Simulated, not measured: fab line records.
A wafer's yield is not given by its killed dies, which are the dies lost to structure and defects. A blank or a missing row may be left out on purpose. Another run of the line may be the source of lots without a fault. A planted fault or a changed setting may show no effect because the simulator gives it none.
Split-lot trial ; flow n5-finfet ; 21 wafers read from 7 lots, route of 1938 steps

## THE SPLIT ITSELF
At N5_MOL_CONTACT_COAG_COAT_104 (time 60 s, resist thk 12 nm), the setting spin-rpm was moved away from the recipe's 1500 rpm on 6 of the 21 wafers read, by -10.3% to +11.0%. The other wafers ran this setting at the recipe's value.

## FROM THE SPLIT TO THE READING: what the file shows between them, 4 steps
- N5_MOL_CONTACT_COAG_COAT_58: time 60 s, resist thk 10 nm
- N5_MOL_CONTACT_COAG_COAT_02: resist thk 30 nm
- N5_MOL_CONTACT_COAG_DESCUM_13: chemistry O2, time 7 s
- N5_MOL_CONTACT_COAG_ETCH_59: etches underlayer in N2/H2, target depth 13 nm, time 10.4 s

## THE READING
CAR-EUV_of_MOL_CONTACT_COAG_COAT_02.thk-nm (the simulator's own value, which no gauge read), in nm, at N5_MOL_CONTACT_COAG_ETCH_105 (etches SiARC in CF4, target depth 15.6 nm, time 26 s). The file gives no usual value for it. Average 5.5 nm, standard deviation 0.11 nm, over the 15 wafers here run with the recipe.

wafer;tool, chamber at the split;spin-rpm as run, rpm;against the recipe;CAR-EUV_of_MOL_CONTACT_COAG_COAT_02.thk-nm, nm;against lot-mates on the recipe
L077.3;litho-track-01, 0;1665;+11.0%;5.8;no lot-mate on the recipe
L077.4;litho-track-01, 0;1665;+11.0%;5.8;no lot-mate on the recipe
L077.5;litho-track-01, 0;1665;+11.0%;5.8;no lot-mate on the recipe
L078.2;litho-track-01, 0;1500;recipe;5.6;-
L078.5;litho-track-01, 0;1500;recipe;5.6;-
L078.6;litho-track-01, 0;1500;recipe;5.6;-
L082.1;litho-track-05, 0;1500;recipe;5.4;-
L082.2;litho-track-05, 0;1500;recipe;5.4;-
L082.5;litho-track-05, 0;1500;recipe;5.4;-
L090.1;litho-track-03, 0;1345;-10.3%;5;-0.6
L090.3;litho-track-03, 0;1345;-10.3%;4.8;-0.8
L090.6;litho-track-03, 0;1500;recipe;5.6;-
L091.1;litho-track-03, 0;1500;recipe;5.6;-
L091.3;litho-track-03, 0;1500;recipe;5.4;-
L091.4;litho-track-03, 0;1500;recipe;5.4;-
L095.1;litho-track-05, 0;1500;recipe;5.4;-
L095.5;litho-track-05, 0;1500;recipe;5.4;-
L095.3;litho-track-05, 0;1651;+10.1%;5.8;+0.4
L097.1;litho-track-01, 0;1500;recipe;5.2;-
L097.2;litho-track-01, 0;1500;recipe;5.4;-
L097.4;litho-track-01, 0;1500;recipe;5.4;-

FIT RESULTS
A straight line over all 21 wafers: CAR-EUV_of_MOL_CONTACT_COAG_COAT_02.thk-nm changes by +0.0399 nm for each +1% of spin-rpm; r = +0.89; the points scatter about the line by 0.12 nm.
The same after taking each lot's own level away (the mean of its wafers on the recipe; 18 wafers): +0.058 nm for each +1%; r = +0.95; scatter 0.086 nm.
The reading moves by 0.64 nm for the largest change in spin-rpm, on that fit.
The span of the lots' own levels, 5.33 to 5.60 nm, comes to 2.3 times the standard deviation stated above.
Thus the slope moves with the lot-to-lot level: the two fits are different.
Check: with one of the wafers moved furthest among these (-10.3%) left out of the fit, the line predicts -0.633 nm for it against its lot-mates. Against them it came out at -0.6 nm.

## THE WHOLE CHAIN: every reading that the file lists as answering this split, in the file's order
step;what it does;reading;change (the file's fit);r (the file's)
N5_MOL_CONTACT_COAG_COAT_104;time 60 s, resist thk 12 nm;SiARC_of_MOL_CONTACT_COAG_COAT_104.thk-nm (the simulator's own value, which no gauge read);-0.0638 nm for each +1% of the setting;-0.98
N5_MOL_CONTACT_COAG_ETCH_105;etches SiARC in CF4, target depth 15.6 nm, time 26 s;etch.depth-nm (the simulator's own value, which no gauge read);-0.0594 nm for each +1% of the setting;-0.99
N5_MOL_CONTACT_COAG_ETCH_105;etches SiARC in CF4, target depth 15.6 nm, time 26 s;CAR-EUV_of_MOL_CONTACT_COAG_COAT_02.thk-nm (the simulator's own value, which no gauge read);+0.0541 nm for each +1% of the setting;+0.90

## THE FILE'S OWN FIT
CAR-EUV_of_MOL_CONTACT_COAG_COAT_02.thk-nm changes by +0.0541 nm for each +1% of spin-rpm, r = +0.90.
